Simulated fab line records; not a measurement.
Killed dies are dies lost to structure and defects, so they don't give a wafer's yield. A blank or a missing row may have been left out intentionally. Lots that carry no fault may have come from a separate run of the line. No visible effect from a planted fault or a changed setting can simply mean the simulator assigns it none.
fab line records | flow nand_harc | part 1 of 2: steps 1 to 20 of 29
record lots=5 | wafers=15 | last_day=33
route steps=1302 shown A_BLC@1111 A_M0@1137
lots with no fault: from the same line, run without faults
start_h: start of the lot's first displayed wafer, in hours after the record's first day | wait_h: time in hours since the lot's previous step | " same as the row above | L1.1+2: a row that stands for several wafers | - no value present, or no start provided | * or withheld: withheld | < > ~ a bound
route shown NAME@n: NAME is a module with steps in the file, n the number in the route of the first one | usual: mean/standard deviation taken from wafers without a fault | same: alike in all rows | chamber/n: place in a boat | sites: per-site readings | _std_site: their standard deviation | _edge_site: the outer-site mean with the inner-site mean subtracted | radius_mm: how far each site lies from the wafer's centre | mask NAME#n: copy n | behind: the tool/chamber that last shaped the wafer | hold: what put the lot on hold/how long, in hours/how the hold closed | device: the transistor (n, p or np) that didn't switch | end of line: the tests these same wafers got at the end of their route | step lacking rows: just its recipe | killed: dies that structure and defects cost at the first sort, which is not the same as the wafer's yield | map: the dies of a wafer, with x for killed, . for not killed, _ for no die there
set.NAME: the setting that was run; set.NAME@STEP: the one run at that earlier step | model.NAME: the simulator's own value behind a step, which no gauge read
lots at selected steps of the route; one table per step, one row per wafer
services: a tool's chamber out of use, with start hour (start_h, from the record's first day; less than 0 if before it), hours out, and reason
## steps
# step NHARC_A_BLC_COAT_04
# recipe spin_rpm=1500 | resist_thk_nm=90
# usual chill_plate_temp_C=23.00/0.12 | exhaust_pa=44.9/0.98 | spin_speed_rpm=1500.1/0.96
lot.wafer | tool           | chamber | start_h | wait_h | chill_plate_temp_C | exhaust_pa | spin_speed_rpm
L080.1    | litho_track-01 | 0       | -       | -      | 22.87              | 46.1       | 1498.1
L080.2    | "              | 0       | "       | "      | 22.94              | 45.6       | 1500.2
L080.5    | "              | 0       | "       | "      | 23.09              | 45.6       | 1499.8
L081.1    | litho_track-01 | 0       | -       | -      | 23.02              | 45.6       | 1499.4
L081.3    | "              | 0       | "       | "      | 22.98              | 47.0       | 1500.9
L081.5    | "              | 0       | "       | "      | 22.99              | 46.4       | 1499.8
L093.2    | litho_track-04 | 0       | -       | -      | 22.99              | 42.7       | 1500.6
L093.3    | "              | 0       | "       | "      | 23.20              | 45.2       | 1501.0
L093.4    | "              | 0       | "       | "      | 23.19              | 44.8       | 1500.1
L094.2    | litho_track-01 | 0       | -       | -      | 22.83              | 44.8       | 1499.2
L094.4    | "              | 0       | "       | "      | 22.99              | 45.4       | 1501.4
L094.5    | "              | 0       | "       | "      | 22.95              | 44.6       | 1502.4
L096.1    | litho_track-04 | 0       | -       | -      | 22.84              | 45.3       | 1497.6
L096.3    | "              | 0       | "       | "      | 22.94              | 47.5       | 1499.4
L096.6    | "              | 0       | "       | "      | 22.86              | 45.1       | 1498.6
# step NHARC_A_BLC_SOFTBAKE_05
# recipe temp_c=105 | time_s=55
# usual chill_plate_temp_C=23.04/0.08 | exhaust_pa=44.9/0.85
lot.wafer | tool           | chamber | start_h | wait_h | chill_plate_temp_C | exhaust_pa
L080.1    | litho_track-01 | 0       | -       | -      | 22.91              | 46.1
L080.2    | "              | 0       | "       | "      | 23.23              | 45.3
L080.5    | "              | 0       | "       | "      | 23.15              | 47.0
L081.1    | litho_track-01 | 0       | -       | -      | 22.95              | 44.9
L081.3    | "              | 0       | "       | "      | 22.96              | 44.3
L081.5    | "              | 0       | "       | "      | 23.04              | 44.9
L093.2    | litho_track-04 | 0       | -       | -      | 23.03              | 43.3
L093.3    | "              | 0       | "       | "      | 22.93              | 43.9
L093.4    | "              | 0       | "       | "      | 23.11              | 43.0
L094.2    | litho_track-01 | 0       | -       | -      | 23.03              | 45.7
L094.4    | "              | 0       | "       | "      | 23.07              | 45.4
L094.5    | "              | 0       | "       | "      | 23.13              | 46.6
L096.1    | litho_track-04 | 0       | -       | -      | 23.03              | 45.2
L096.3    | "              | 0       | "       | "      | 22.96              | 45.0
L096.6    | "              | 0       | "       | "      | 23.06              | 45.7
# step NHARC_A_BLC_EBR_06
# usual chill_plate_temp_C=23.01/0.11 | exhaust_pa=44.7/0.9
lot.wafer | tool           | chamber | start_h | wait_h | chill_plate_temp_C | exhaust_pa
L080.1    | litho_track-01 | 0       | -       | -      | 22.92              | 44.5
L080.2    | "              | 0       | "       | "      | 23.01              | 44.9
L080.5    | "              | 0       | "       | "      | 22.95              | 44.4
L081.1    | litho_track-01 | 0       | -       | -      | 22.89              | 46.3
L081.3    | "              | 0       | "       | "      | 23.01              | 46.4
L081.5    | "              | 0       | "       | "      | 22.89              | 44.4
L093.2    | litho_track-04 | 0       | -       | -      | 22.96              | 45.2
L093.3    | "              | 0       | "       | "      | 22.91              | 44.9
L093.4    | "              | 0       | "       | "      | 22.97              | 45.1
L094.2    | litho_track-01 | 0       | -       | -      | 22.87              | 45.3
L094.4    | "              | 0       | "       | "      | 23.17              | 44.9
L094.5    | "              | 0       | "       | "      | 23.14              | 45.2
L096.1    | litho_track-04 | 0       | -       | -      | 23.13              | 46.9
L096.3    | "              | 0       | "       | "      | 23.06              | 44.9
L096.6    | "              | 0       | "       | "      | 23.16              | 44.2
# step NHARC_A_BLC_EXPOSE_07
# recipe na=1.35 | target_cd_nm=100 | dose_mj=67.97 | mask_id=A_BLC
lot.wafer  | tool            | chamber | start_h | wait_h | mask
L080.1+2+5 | arfi_scanner-01 | 0       | 577.95  | -      | A_BLC#0
L081.1+3+5 | arfi_scanner-02 | 0       | 601.02  | -      | A_BLC#0
L093.2+3+4 | arfi_scanner-03 | 0       | 693.16  | -      | A_BLC#0
L094.2+4+5 | arfi_scanner-02 | 0       | 709.74  | -      | A_BLC#0
L096.1+3+6 | arfi_scanner-03 | 0       | 736.05  | -      | A_BLC#0
# step NHARC_A_BLC_PEB_08
# recipe peb_temp_c=100 | peb_time_s=65
# usual chill_plate_temp_C=22.98/0.087 | exhaust_pa=44.8/0.75
lot.wafer | tool           | chamber | start_h | wait_h | chill_plate_temp_C | exhaust_pa
L080.1    | litho_track-04 | 0       | 578.01  | 0.1    | 22.87              | 45.4
L080.2    | "              | 0       | "       | "      | 23.00              | 45.2
L080.5    | "              | 0       | "       | "      | 22.99              | 45.8
L081.1    | litho_track-04 | 0       | 601.08  | 0.1    | 23.02              | 46.0
L081.3    | "              | 0       | "       | "      | 22.98              | 45.2
L081.5    | "              | 0       | "       | "      | 22.88              | 44.8
L093.2    | litho_track-06 | 0       | 693.22  | 0.1    | 22.95              | 46.1
L093.3    | "              | 0       | "       | "      | 22.98              | 45.3
L093.4    | "              | 0       | "       | "      | 22.96              | 46.2
L094.2    | litho_track-04 | 0       | 709.80  | 0.1    | 23.06              | 44.9
L094.4    | "              | 0       | "       | "      | 23.06              | 44.3
L094.5    | "              | 0       | "       | "      | 22.94              | 44.2
L096.1    | litho_track-01 | 0       | 736.11  | 0.1    | 23.08              | 44.4
L096.3    | "              | 0       | "       | "      | 23.02              | 44.4
L096.6    | "              | 0       | "       | "      | 22.99              | 43.6
# step NHARC_A_BLC_DEVELOP_09
# recipe develop_time_s=35 | dev_temp_c=23
# usual chill_plate_temp_C=23.00/0.13 | exhaust_pa=45.0/0.82
lot.wafer | tool           | chamber | start_h | wait_h | chill_plate_temp_C | exhaust_pa
L080.1    | litho_track-04 | 0       | -       | -      | 23.24              | 45.2
L080.2    | "              | 0       | "       | "      | 23.03              | 47.2
L080.5    | "              | 0       | "       | "      | 23.17              | 45.5
L081.1    | litho_track-04 | 0       | -       | -      | 22.76              | 44.1
L081.3    | "              | 0       | "       | "      | 22.69              | 44.9
L081.5    | "              | 0       | "       | "      | 22.83              | 44.1
L093.2    | litho_track-06 | 0       | -       | -      | 22.77              | 44.4
L093.3    | "              | 0       | "       | "      | 22.91              | 45.7
L093.4    | "              | 0       | "       | "      | 22.91              | 44.1
L094.2    | litho_track-04 | 0       | -       | -      | 22.99              | 45.3
L094.4    | "              | 0       | "       | "      | 22.93              | 44.9
L094.5    | "              | 0       | "       | "      | 23.03              | 45.2
L096.1    | litho_track-01 | 0       | -       | -      | 22.93              | 44.8
L096.3    | "              | 0       | "       | "      | 22.92              | 45.8
L096.6    | "              | 0       | "       | "      | 23.09              | 45.2
# step NHARC_A_BLC_CD_MEAS_10
# recipe target_cd_nm=100 | landing_energy_ev=500
# usual cd_nm=99.9/0.6
lot.wafer | tool      | chamber | start_h | wait_h | cd_nm
L080.1    | cd_sem-03 | 0       | 578.09  | -      | 100.1
L080.2    | "         | 0       | "       | "      | 100.3
L080.5    | "         | 0       | "       | "      | 99.3
L081.1    | cd_sem-01 | 0       | 601.16  | -      | 100.3
L081.3    | "         | 0       | "       | "      | 99.9
L081.5    | "         | 0       | "       | "      | 100.3
L093.2    | cd_sem-01 | 0       | 693.30  | -      | 100.3
L093.3    | "         | 0       | "       | "      | 99.7
L093.4    | "         | 0       | "       | "      | 99.2
L094.2    | cd_sem-03 | 0       | 709.88  | -      | 100.6
L094.4    | "         | 0       | "       | "      | 100.6
L094.5    | "         | 0       | "       | "      | 101.0
L096.1    | cd_sem-01 | 0       | 736.19  | -      | 99.5
L096.3    | "         | 0       | "       | "      | 99.5
L096.6    | "         | 0       | "       | "      | 99.0
# step NHARC_A_BLC_OVL_MEAS_11
# usual overlay_x_nm=0.1/0.83 | overlay_y_nm=0.3/0.83
lot.wafer | tool       | chamber | start_h | wait_h | overlay_x_nm | overlay_y_nm
L080.1    | overlay-02 | -       | 578.17  | -      | -1.0         | 1.1
L080.2    | "          | -       | "       | "      | -0.6         | 1.0
L080.5    | "          | -       | "       | "      | -0.7         | 0.8
L081.1    | overlay-02 | -       | 601.25  | -      | 0.3          | 0.2
L081.3    | "          | -       | "       | "      | -0.3         | 0.5
L081.5    | "          | -       | "       | "      | 0.1          | 0.4
L093.2    | overlay-01 | -       | 693.39  | -      | 0.6          | -1.0
L093.3    | "          | -       | "       | "      | 0.2          | -0.6
L093.4    | "          | -       | "       | "      | 0.5          | -0.9
L094.2    | overlay-02 | -       | 709.97  | -      | 1.0          | 0.3
L094.4    | "          | -       | "       | "      | 0.9          | 0.4
L094.5    | "          | -       | "       | "      | 0.7          | -0.1
L096.1    | overlay-02 | -       | 736.28  | -      | -0.5         | 0.1
L096.3    | "          | -       | "       | "      | 0.1          | 0.4
L096.6    | "          | -       | "       | "      | -0.3         | 0.4
# step NHARC_A_BLC_INSPECT_12
# usual raw_defect_count=85/37
lot.wafer | tool              | chamber | start_h | wait_h | raw_defect_count
L080.1    | defect_inspect-01 | -       | 578.21  | 0.0    | 39
L080.2    | "                 | -       | "       | "      | 26
L080.5    | "                 | -       | "       | "      | 39
L081.1    | defect_inspect-02 | -       | 601.28  | 0.0    | 73
L081.3    | "                 | -       | "       | "      | 73
L081.5    | "                 | -       | "       | "      | 84
L093.2    | defect_inspect-02 | -       | 693.42  | 0.0    | 100
L093.3    | "                 | -       | "       | "      | 86
L093.4    | "                 | -       | "       | "      | 109
L094.2    | defect_inspect-02 | -       | 710.01  | 0.0    | 68
L094.4    | "                 | -       | "       | "      | 60
L094.5    | "                 | -       | "       | "      | 64
L096.1    | defect_inspect-02 | -       | 736.31  | 0.0    | 89
L096.3    | "                 | -       | "       | "      | 102
L096.6    | "                 | -       | "       | "      | 104
# step NHARC_A_BLC_DESCUM_15
# recipe time_s=3 | o2_flow_sccm=200 | ar_flow_sccm=0 | bias_power_w=0 | chemistry=O2
# usual drypump_motor_current_A=5.7/0.37 | oes_product_au=0.998/0.0099 | rf_vpp_V=57.6/0.92 | showerhead_plenum_p_Torr=1.87/0.082 | throttle_valve_pct=11.311/0.0097
lot.wafer | tool        | chamber | start_h | wait_h | drypump_motor_current_A | oes_product_au | rf_hours_counter_h | rf_vpp_V | showerhead_plenum_p_Torr | throttle_valve_pct
L080.1    | rie_diel-03 | 2       | 578.27  | 0.1    | 5.5                     | 0.987          | 10                 | 58.1     | 1.85                     | 11.310
L080.2    | "           | 1       | "       | "      | 5.4                     | 1.001          | 10                 | 57.5     | 2.03                     | 11.305
L080.5    | "           | 3       | "       | "      | 6.4                     | 0.993          | -                  | 57.9     | 1.95                     | 11.323
L081.3    | rie_diel-03 | 0       | 601.34  | 0.1    | 5.4                     | 0.994          | 9                  | 56.9     | 1.77                     | 11.307
L081.1    | "           | 1       | "       | "      | 5.4                     | 1.007          | 13                 | 58.7     | 2.03                     | 11.323
L081.5    | "           | 0       | "       | "      | 5.4                     | 0.996          | -                  | 58.1     | 1.77                     | 11.320
L093.2    | rie_diel-12 | 0       | 693.48  | 0.1    | 6.1                     | 1.020          | 4                  | 58.9     | 1.86                     | 11.334
L093.3    | "           | 2       | "       | "      | 5.6                     | 0.995          | 4                  | 57.5     | 1.79                     | 11.293
L093.4    | "           | 3       | "       | "      | 5.6                     | 1.006          | 4                  | 57.4     | 1.89                     | 11.319
L094.2    | rie_diel-03 | 1       | 710.07  | 0.1    | 5.4                     | 1.003          | 6                  | 57.2     | 2.03                     | 11.296
L094.4    | "           | 3       | "       | "      | 6.4                     | 0.988          | 6                  | 57.7     | 1.95                     | 11.327
L094.5    | "           | 0       | "       | "      | 5.4                     | 0.999          | -                  | 56.6     | 1.77                     | 11.302
L096.3    | rie_diel-12 | 2       | 736.37  | 0.1    | 5.6                     | 0.999          | 7                  | 56.7     | 1.79                     | 11.318
L096.1    | "           | 1       | "       | "      | 5.6                     | 1.001          | 8                  | 56.7     | 1.78                     | 11.306
L096.6    | "           | 3       | "       | "      | 5.6                     | 1.016          | -                  | 55.6     | 1.89                     | 11.303
# step NHARC_A_BLC_ETCH_16
# recipe target_depth_a=390 | over_etch_frac=0.3 | time_s=65 | ion_energy_ev=80 | cf4_flow_sccm=150 | ar_flow_sccm=0 | rf_w=300 | bias_w=100 | chemistry=CF4
# usual drypump_motor_current_A=5.7/0.39 | oes_product_au=0.999/0.011 | rf_fwd_power_W=297.0/1.3 | rf_vpp_V=150.7/1.2 | showerhead_plenum_p_Torr=1.73/0.071 | throttle_valve_pct=13.284/0.0091
lot.wafer | tool        | chamber | start_h | wait_h | drypump_motor_current_A | oes_product_au | rf_fwd_power_W | rf_hours_counter_h | rf_vpp_V | showerhead_plenum_p_Torr | throttle_valve_pct
L080.2    | rie_diel-03 | 2       | 578.36  | 0.1    | 5.6                     | 0.997          | 294.9          | 10                 | 150.4    | 1.71                     | 13.285
L080.1    | "           | 3       | "       | "      | 6.4                     | 0.994          | 296.8          | 11                 | 151.3    | 1.80                     | 13.279
L080.5    | "           | 2       | "       | "      | 5.6                     | 0.991          | 296.0          | -                  | 150.9    | 1.71                     | 13.291
L081.3    | rie_diel-03 | 3       | 601.43  | 0.1    | 6.4                     | 0.983          | 294.6          | 14                 | 150.4    | 1.80                     | 13.270
L081.1    | "           | 1       | "       | "      | 5.4                     | 1.004          | 295.7          | 13                 | 151.8    | 1.87                     | 13.276
L081.5    | "           | 3       | "       | "      | 6.4                     | 0.994          | 294.7          | -                  | 151.7    | 1.80                     | 13.295
L093.3    | rie_diel-12 | 0       | 693.57  | 0.1    | 6.2                     | 1.022          | 298.5          | 4                  | 150.5    | 1.72                     | 13.279
L093.4    | "           | 1       | "       | "      | 5.6                     | 0.998          | 299.0          | 4                  | 150.1    | 1.65                     | 13.277
L093.2    | "           | 2       | "       | "      | 5.6                     | 1.016          | 297.4          | 4                  | 150.4    | 1.67                     | 13.284
L094.2    | rie_diel-03 | 1       | 710.16  | 0.1    | 5.4                     | 0.993          | 294.8          | 6                  | 151.6    | 1.87                     | 13.273
L094.4    | "           | 3       | "       | "      | 6.4                     | 0.998          | 296.1          | 6                  | 151.9    | 1.80                     | 13.272
L094.5    | "           | 0       | "       | "      | 5.4                     | 0.999          | 298.2          | -                  | 150.1    | 1.64                     | 13.274
L096.1    | rie_diel-12 | 2       | 736.46  | 0.1    | 5.6                     | 0.995          | 297.4          | 7                  | 150.3    | 1.67                     | 13.284
L096.3    | "           | 3       | "       | "      | 5.6                     | 1.007          | 296.5          | 6                  | 149.5    | 1.75                     | 13.279
L096.6    | "           | 2       | "       | "      | 5.6                     | 0.997          | 297.9          | -                  | 150.1    | 1.67                     | 13.298
# step NHARC_A_BLC_ETCH_17
# recipe target_depth_a=3900 | over_etch_frac=0.25 | time_s=609.38 | ion_energy_ev=200 | n2_flow_sccm=150 | h2_flow_sccm=150 | ar_flow_sccm=0 | rf_w=400 | bias_w=150 | chemistry=N2/H2
# usual drypump_motor_current_A=5.7/0.38 | oes_product_au=0.998/0.01 | rf_fwd_power_W=399.4/1.2 | rf_vpp_V=429.2/2.7 | showerhead_plenum_p_Torr=1.99/0.091 | throttle_valve_pct=14.172/0.0091
lot.wafer | tool        | chamber | start_h | wait_h | drypump_motor_current_A | oes_product_au | rf_fwd_power_W | rf_hours_counter_h | rf_vpp_V | showerhead_plenum_p_Torr | throttle_valve_pct
L080.1    | rie_diel-03 | 2       | -       | -      | 5.5                     | 1.001          | 398.7          | 10                 | 429.0    | 1.97                     | 14.164
L080.2    | "           | 3       | "       | "      | 6.4                     | 0.995          | 399.4          | 11                 | 431.1    | 2.08                     | 14.149
L080.5    | "           | 2       | "       | "      | 5.5                     | 0.997          | 397.6          | -                  | 428.8    | 1.97                     | 14.171
L081.1    | rie_diel-03 | 3       | -       | -      | 6.5                     | 0.984          | 399.5          | 14                 | 432.3    | 2.08                     | 14.170
L081.3    | "           | 2       | "       | "      | 5.5                     | 0.992          | 400.0          | 13                 | 429.3    | 1.97                     | 14.171
L081.5    | "           | 3       | "       | "      | 6.4                     | 0.988          | 399.0          | -                  | 431.6    | 2.08                     | 14.173
L093.3    | rie_diel-12 | 2       | -       | -      | 5.6                     | 1.006          | 398.2          | 4                  | 429.0    | 1.91                     | 14.160
L093.4    | "           | 3       | "       | "      | 5.6                     | 1.008          | 399.6          | 4                  | 429.8    | 2.02                     | 14.177
L093.2    | "           | 0       | "       | "      | 6.1                     | 1.024          | 399.6          | 4                  | 427.8    | 1.98                     | 14.189
L094.2    | rie_diel-03 | 0       | -       | -      | 5.4                     | 0.982          | 399.5          | 6                  | 426.5    | 1.88                     | 14.178
L094.4    | "           | 1       | "       | "      | 5.4                     | 0.984          | 397.4          | 6                  | 434.1    | 2.16                     | 14.167
L094.5    | "           | 0       | "       | "      | 5.4                     | 0.981          | 397.6          | -                  | 424.8    | 1.88                     | 14.172
L096.1    | rie_diel-12 | 3       | -       | -      | 5.6                     | 1.006          | 398.7          | 7                  | 429.5    | 2.02                     | 14.166
L096.3    | "           | 1       | "       | "      | 5.6                     | 0.992          | 399.3          | 8                  | 427.7    | 1.89                     | 14.170
L096.6    | "           | 2       | "       | "      | 5.6                     | 0.994          | 398.1          | -                  | 427.3    | 1.91                     | 14.172
# step NHARC_A_BLC_ETCH_18
# recipe target_depth_a=9100 | c4f8_flow_sccm=20 | o2_flow_sccm=10 | ar_flow_sccm=withheld | rf_w=600 | bias_w=1500 | chemistry=C4F8/O2/Ar
# usual oes_product_au=0.954/0.022 | rf_fwd_power_W=599.2/1.8 | rf_vpp_V=975/5.9
lot.wafer | tool        | chamber | start_h | wait_h | oes_product_au | rf_fwd_power_W | rf_hours_counter_h | rf_vpp_V
L080.2    | rie_diel-03 | 2       | -       | -      | 0.911          | 599.0          | 10                 | 974
L080.1    | "           | 3       | "       | "      | 0.912          | 599.9          | 11                 | 980
L080.5    | "           | 3       | "       | "      | 0.925          | 598.9          | -                  | 982
L081.3    | rie_diel-03 | 0       | -       | -      | 0.932          | 601.2          | 10                 | 969
L081.1    | "           | 1       | "       | "      | 0.963          | 599.5          | 13                 | 985
L081.5    | "           | 3       | "       | "      | 0.972          | 599.9          | -                  | 980
L093.2    | rie_diel-12 | 1       | -       | -      | 0.950          | 599.0          | 5                  | 969
L093.4    | "           | 2       | "       | "      | 0.975          | 600.1          | 5                  | 971
L093.3    | "           | 3       | "       | "      | 0.984          | 598.5          | 4                  | 976
L094.4    | rie_diel-03 | 2       | -       | -      | 0.970          | 598.5          | 6                  | 974
L094.2    | "           | 0       | "       | "      | 0.949          | 596.8          | 7                  | 969
L094.5    | "           | 3       | "       | "      | 0.971          | 598.3          | -                  | 981
L096.3    | rie_diel-12 | 0       | -       | -      | 0.974          | 599.8          | 7                  | 975
L096.1    | "           | 2       | "       | "      | 0.928          | 599.2          | 7                  | 972
L096.6    | "           | 0       | "       | "      | 0.983          | 597.7          | -                  | 974
# step NHARC_A_BLC_CD_MEAS_19
# usual cd_nm=99.5/2.6
lot.wafer | tool      | chamber | start_h | wait_h | cd_nm
L080.1    | cd_sem-01 | -       | 579.24  | -      | 100.2
L080.2    | "         | -       | "       | "      | 104.6
L080.5    | "         | -       | "       | "      | 99.5
L081.1    | cd_sem-03 | -       | 602.31  | -      | 103.5
L081.3    | "         | -       | "       | "      | 98.1
L081.5    | "         | -       | "       | "      | 99.3
L093.2    | cd_sem-01 | -       | 694.45  | -      | 98.8
L093.3    | "         | -       | "       | "      | 95.7
L093.4    | "         | -       | "       | "      | 99.7
L094.2    | cd_sem-01 | -       | 711.03  | -      | 98.8
L094.4    | "         | -       | "       | "      | 103.4
L094.5    | "         | -       | "       | "      | 102.0
L096.1    | cd_sem-01 | -       | 737.34  | -      | 97.5
L096.3    | "         | -       | "       | "      | 99.2
L096.6    | "         | -       | "       | "      | 97.0
# step NHARC_A_BLC_STRIP_29
# recipe cf4_flow_sccm=150 | ar_flow_sccm=0 | bias_w=0 | chemistry=CF4
# usual drypump_motor_current_A=5.7/0.36 | oes_product_au=0.999/0.01 | rf_vpp_V=59.2/0.94 | showerhead_plenum_p_Torr=1.72/0.068 | throttle_valve_pct=13.283/0.009
lot.wafer | tool        | chamber | start_h | wait_h | drypump_motor_current_A | oes_product_au | rf_hours_counter_h | rf_vpp_V | showerhead_plenum_p_Torr | throttle_valve_pct
L080.1    | rie_diel-12 | 3       | 579.32  | 0.1    | 5.6                     | 1.011          | 8                  | 59.8     | 1.75                     | 13.289
L080.2    | "           | 0       | "       | "      | 6.1                     | 0.999          | 7                  | 59.7     | 1.72                     | 13.279
L080.5    | "           | 0       | "       | "      | 6.1                     | 0.995          | -                  | 58.7     | 1.73                     | 13.285
L081.1    | rie_diel-07 | 2       | 602.40  | 0.1    | 5.8                     | 0.992          | 39                 | 56.9     | 1.64                     | 13.290
L081.3    | "           | 0       | "       | "      | 5.1                     | 0.994          | 40                 | 58.4     | 1.72                     | 13.285
L081.5    | "           | 2       | "       | "      | 5.7                     | 0.989          | -                  | 58.8     | 1.65                     | 13.287
L093.3    | rie_diel-03 | 1       | 694.52  | 0.1    | 5.4                     | 1.002          | 5                  | 60.7     | 1.87                     | 13.270
L093.4    | "           | 2       | "       | "      | 5.5                     | 1.006          | 5                  | 58.5     | 1.71                     | 13.290
L093.2    | "           | 3       | "       | "      | 6.4                     | 1.001          | 5                  | 60.3     | 1.80                     | 13.272
L094.4    | rie_diel-12 | 3       | 711.10  | 0.1    | 5.6                     | 1.015          | 5                  | 60.1     | 1.75                     | 13.290
L094.2    | "           | 1       | "       | "      | 5.6                     | 0.986          | 6                  | 58.7     | 1.65                     | 13.271
L094.5    | "           | 3       | "       | "      | 5.6                     | 1.011          | -                  | 59.9     | 1.75                     | 13.283
L096.3    | rie_diel-07 | 0       | 737.42  | 0.1    | 5.1                     | 1.011          | 20                 | 57.8     | 1.71                     | 13.286
L096.1    | "           | 2       | "       | "      | 5.7                     | 1.007          | 19                 | 59.8     | 1.90                     | 13.276
L096.6    | "           | 0       | "       | "      | 5.1                     | 1.014          | -                  | 59.0     | 1.71                     | 13.273
# step NHARC_A_BLC_STRIP_21
# recipe o2_flow_sccm=500 | ar_flow_sccm=0 | bias_w=0 | chemistry=O2
# usual drypump_motor_current_A=5.8/0.37 | oes_product_au=0.999/0.0092 | rf_vpp_V=57.6/0.84 | showerhead_plenum_p_Torr=3.44/0.13 | throttle_valve_pct=17.036/0.0096
lot.wafer | tool        | chamber | start_h | wait_h | drypump_motor_current_A | oes_product_au | rf_hours_counter_h | rf_vpp_V | showerhead_plenum_p_Torr | throttle_valve_pct
L080.1    | rie_diel-12 | 1       | 579.44  | 0.1    | 5.6                     | 1.003          | 7                  | 57.2     | 3.30                     | 17.042
L080.2    | "           | 2       | "       | "      | 5.6                     | 0.986          | 7                  | 58.6     | 3.33                     | 17.061
L080.5    | "           | 0       | "       | "      | 6.2                     | 0.990          | -                  | 57.6     | 3.44                     | 17.055
L081.1    | rie_diel-07 | 1       | 602.49  | 0.1    | 6.3                     | 0.993          | 35                 | 58.8     | 3.51                     | 17.013
L081.3    | "           | 3       | "       | "      | 6.1                     | 1.000          | 39                 | 58.8     | 3.44                     | 17.027
L081.5    | "           | 2       | "       | "      | 5.8                     | 0.988          | -                  | 57.2     | 3.28                     | 17.033
L093.3    | rie_diel-03 | 1       | 694.63  | 0.1    | 5.4                     | 0.995          | 5                  | 56.9     | 3.72                     | 17.034
L093.4    | "           | 2       | "       | "      | 5.6                     | 0.993          | 5                  | 59.0     | 3.41                     | 17.043
L093.2    | "           | 3       | "       | "      | 6.4                     | 0.998          | 5                  | 57.7     | 3.59                     | 17.034
L094.2    | rie_diel-12 | 1       | 711.21  | 0.1    | 5.6                     | 0.995          | 6                  | 58.1     | 3.29                     | 17.046
L094.4    | "           | 0       | "       | "      | 6.2                     | 1.015          | 5                  | 57.8     | 3.44                     | 17.027
L094.5    | "           | 1       | "       | "      | 5.6                     | 0.984          | -                  | 57.1     | 3.29                     | 17.042
L096.3    | rie_diel-07 | 0       | 737.52  | 0.1    | 5.1                     | 1.003          | 20                 | 57.2     | 3.40                     | 17.033
L096.1    | "           | 1       | "       | "      | 6.3                     | 0.994          | 22                 | 57.0     | 3.49                     | 17.042
L096.6    | "           | 0       | "       | "      | 5.1                     | 1.015          | -                  | 55.7     | 3.40                     | 17.046
# step NHARC_A_BLC_STRIP_22
# recipe time_s=600 | temp_c=30 | chemistry=post_etch_residue_remover
lot.wafer  | tool         | chamber | start_h | wait_h
L080.1+2+5 | wet_bench-02 | 6,0,1   | 579.59  | -
L081.1+3+5 | wet_bench-01 | 7,0,2   | 602.65  | -
L093.4+3+2 | wet_bench-06 | 5,6,0   | 694.79  | -
L094.4+2+5 | wet_bench-06 | 5,6,7   | 711.38  | -
L096.1+3+6 | wet_bench-01 | 7,0,3   | 737.67  | -
# step NHARC_A_BLC_DEGAS_30
# recipe temp_c=300 | time_s=60
# usual heater_power_w=460/46 | susceptor_temp_C=300.00/0.19
lot.wafer | tool           | chamber | start_h | wait_h | heater_power_w | susceptor_temp_C
L080.1    | pvd_sputter-01 | -       | 579.85  | -      | 440            | 299.91
L080.2    | "              | -       | "       | "      | 439            | 299.95
L080.5    | "              | -       | "       | "      | 441            | 299.96
L081.1    | pvd_sputter-02 | -       | 602.92  | -      | 507            | 299.87
L081.3    | "              | -       | "       | "      | 448            | 300.29
L081.5    | "              | -       | "       | "      | 503            | 299.61
L093.2    | pvd_sputter-03 | -       | 695.05  | -      | 433            | -
L093.3    | "              | -       | "       | "      | 488            | -
L093.4    | "              | -       | "       | "      | 568            | -
L094.2    | pvd_sputter-02 | -       | 711.64  | -      | 439            | 299.66
L094.4    | "              | -       | "       | "      | 393            | 299.92
L094.5    | "              | -       | "       | "      | 486            | 299.98
L096.3    | pvd_sputter-02 | -       | 737.94  | -      | 465            | 299.97
L096.1    | "              | -       | "       | "      | 445            | 300.26
L096.6    | "              | -       | "       | "      | 458            | 299.92
# step NHARC_A_BLC_PRE_CLEAN_31
# recipe time_s=15 | bias_v=250 | gas=Ar
lot.wafer  | tool           | chamber | start_h | wait_h
L080.2+1+5 | pvd_sputter-01 | -       | -       | -
L081.1+3+5 | pvd_sputter-02 | -       | -       | -
L093.3+4+2 | pvd_sputter-03 | -       | -       | -
L094.2+4+5 | pvd_sputter-02 | -       | -       | -
L096.3+1+6 | pvd_sputter-02 | -       | -       | -
# step NHARC_A_BLC_PVD_32
# recipe target_thk_a=50 | chamber_pressure_pa=5 | power_w=5000 | substrate_temp_c=200 | time_s=17.7 | material=Ti
# usual cathode_dc_power_W=5000.0/0.9 | throttle_valve_pct=29.3/0.87
lot.wafer | tool           | chamber | start_h | wait_h | cathode_dc_power_W | throttle_valve_pct
L080.2    | pvd_sputter-01 | -       | -       | -      | 5000.6             | 28.4
L080.1    | "              | -       | "       | "      | 4999.1             | 28.2
L080.5    | "              | -       | "       | "      | 4999.8             | 31.2
L081.1    | pvd_sputter-02 | -       | -       | -      | 5001.1             | 28.9
L081.3    | "              | -       | "       | "      | 4999.3             | 29.5
L081.5    | "              | -       | "       | "      | 5000.5             | 28.9
L093.3    | pvd_sputter-03 | -       | -       | -      | 5000.5             | 28.4
L093.4    | "              | -       | "       | "      | 4999.0             | 27.9
L093.2    | "              | -       | "       | "      | 4999.8             | 31.0
L094.2    | pvd_sputter-02 | -       | -       | -      | 5001.3             | 28.9
L094.4    | "              | -       | "       | "      | 5000.9             | 28.7
L094.5    | "              | -       | "       | "      | 5000.0             | 29.1
L096.3    | pvd_sputter-02 | -       | -       | -      | 5000.0             | 29.3
L096.1    | "              | -       | "       | "      | 5000.7             | 28.8
L096.6    | "              | -       | "       | "      | 4998.6             | 29.1
